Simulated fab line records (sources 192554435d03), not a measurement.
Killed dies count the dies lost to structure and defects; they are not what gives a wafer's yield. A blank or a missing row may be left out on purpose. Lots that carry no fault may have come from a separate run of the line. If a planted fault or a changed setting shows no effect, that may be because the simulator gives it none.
Matching of chambers | flow n5Finfet | N5_BEOL_M2_STRIP_36 on rieDiel-01: 4 sister chambers
The step strips in N2/H2. 18 wafers are shown with their chamber, then 9 later ones without.

== WAFERS, EACH WITH ITS CHAMBER ==
wafer  | chamber | showerheadPlenumPTorr (Torr) | oesProductAu (a.u.) | throttleValvePct (%)
L077.1 | 2       | 2.33                         | 0.74                | 23.88
L077.3 | 0       | 2.41                         | 0.70                | 23.68
L077.4 | 1       | 2.45                         | 0.77                | 23.91
L083.2 | 1       | 2.44                         | 0.80                | 23.93
L083.5 | 0       | 2.40                         | 0.68                | 23.70
L083.6 | 1       | 2.44                         | 0.79                | 23.92
L085.1 | 3       | 2.59                         | 0.89                | 23.62
L085.2 | 1       | 2.44                         | 0.78                | 23.96
L085.3 | 2       | 2.32                         | 0.72                | 23.94
L085.4 | 0       | 2.40                         | 0.68                | 23.75
L085.5 | 3       | 2.59                         | 0.90                | 23.62
L085.6 | 2       | 2.32                         | 0.72                | 23.96
L089.1 | 2       | 2.32                         | 0.71                | 23.96
L089.4 | 1       | 2.44                         | 0.77                | 23.94
L089.6 | 3       | 2.59                         | 0.88                | 23.62
L092.4 | 2       | 2.31                         | 0.71                | 23.97
L092.5 | 3       | 2.59                         | 0.87                | 23.64
L092.6 | 1       | 2.44                         | 0.76                | 23.94

SIGNATURES (averages over the wafers above)
reading               | chamber 0 | chamber 1 | chamber 2 | chamber 3 | scatter within a chamber
showerheadPlenumPTorr | 2.4033    | 2.4417    | 2.3200    | 2.5900    | 0.005
oesProductAu          | 0.6867    | 0.7783    | 0.7200    | 0.8850    | 0.0132
throttleValvePct      | 23.7100   | 23.9333   | 23.9420   | 23.6250   | 0.0263
Rule: for each reading, subtract the chamber's mean from the wafer's reading, divide by that reading's scatter and square the result; add these up over the readings and take the root, which gives the wafer's distance from the chamber. If the next closest chamber is less than 2 further off than the closest, the wafer can't be placed; otherwise it belongs to the closest. The scatter is the square root of a quotient: the sum, over the shown wafers, of each reading's squared deviation from its chamber's mean, divided by wafers minus chambers.

== WAFERS WHOSE CHAMBER IS MISSING ==
wafer  | showerheadPlenumPTorr (Torr) | oesProductAu (a.u.) | throttleValvePct (%)
L091.1 | 2.44                         | 0.77                | 23.95
L091.2 | 2.31                         | 0.71                | 23.96
L091.3 | 2.59                         | 0.88                | 23.65
L093.1 | 2.31                         | 0.70                | 23.96
L093.2 | 2.59                         | 0.86                | 23.61
L093.4 | 2.43                         | 0.75                | 23.97
L096.1 | 2.58                         | 0.85                | 23.62
L096.2 | 2.72                         | 0.99                | 23.40
L096.3 | 2.43                         | 0.75                | 23.96

== WHICH CHAMBER EACH WENT THROUGH ==
wafer  | from the rows above | in truth
L091.1 | 1                   | 1
L091.2 | 2                   | 2
L091.3 | 3                   | 3
L093.1 | 2                   | 2
L093.2 | 3                   | 3
L093.4 | 1                   | 1
L096.1 | 3                   | 3
L096.2 | 3                   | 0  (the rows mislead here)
L096.3 | 1                   | 1
Correct placement for 8 of the 9. Left unplaced by these rows: 0. Placed wrongly: 1.
